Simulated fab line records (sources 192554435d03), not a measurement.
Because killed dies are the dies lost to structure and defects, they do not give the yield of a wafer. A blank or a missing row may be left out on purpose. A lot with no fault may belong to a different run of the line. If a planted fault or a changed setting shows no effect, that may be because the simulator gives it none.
Which tool is to blame? + flow n5_finfet + at 1 step of a route of 1938, 12 lots with 36 wafers sampled

## WHAT EACH GAUGE READ, for each wafer
N5_BEOL_M9_INSPECT_30: inspects for defects (brightfield).
| lot  | measured     | on                | raw_defect_count |
|------|--------------|-------------------|------------------|
| L076 | day 9 20:12  | defect_inspect-01 | 432 429 327      |
| L078 | day 10 07:00 | defect_inspect-01 | 470 321 381      |
| L079 | day 10 18:56 | defect_inspect-02 | 386 390 374      |
| L081 | day 11 07:37 | defect_inspect-02 | 770 392 507      |
| L082 | day 11 20:01 | defect_inspect-02 | 582 450 437      |
| L085 | day 12 07:25 | defect_inspect-02 | 395 307 282      |
| L087 | day 13 01:12 | defect_inspect-01 | 267 300 380      |
| L089 | day 13 10:39 | defect_inspect-02 | 269 416 309      |
| L091 | day 13 20:55 | defect_inspect-01 | 401 369 312      |
| L094 | day 14 16:23 | defect_inspect-02 | 379 312 401      |
| L095 | day 14 23:01 | defect_inspect-02 | 269 277 348      |
| L097 | day 15 13:53 | defect_inspect-02 | 394 355 319      |

## WHICH TOOL RAN EACH LOT (tool, then ch and the chambers of the sampled wafers, then the start)
The record shows no process step preceding these readings.

## THE ANSWER, worked out from the rows above alone
Rule: the usual values come from the lots themselves. The widest of any qualifying gaps counts: lots, ordered by their means at a reading, are off when they make up no more than a third of the lots, leave a main group of 4 or more, and stand apart from it by 3 or more times the standard deviation of that group's means. Not used: any main group whose means are identical at the precision the tables above print for the reading. Also off: a lot with no number at a reading for which 4 or more lots have one. Any other lot the step has rows for is counted as sound.
No lot is off on any of the readings shown, so nothing can be concluded from this.

## WHAT THE SIMULATOR PUT IN
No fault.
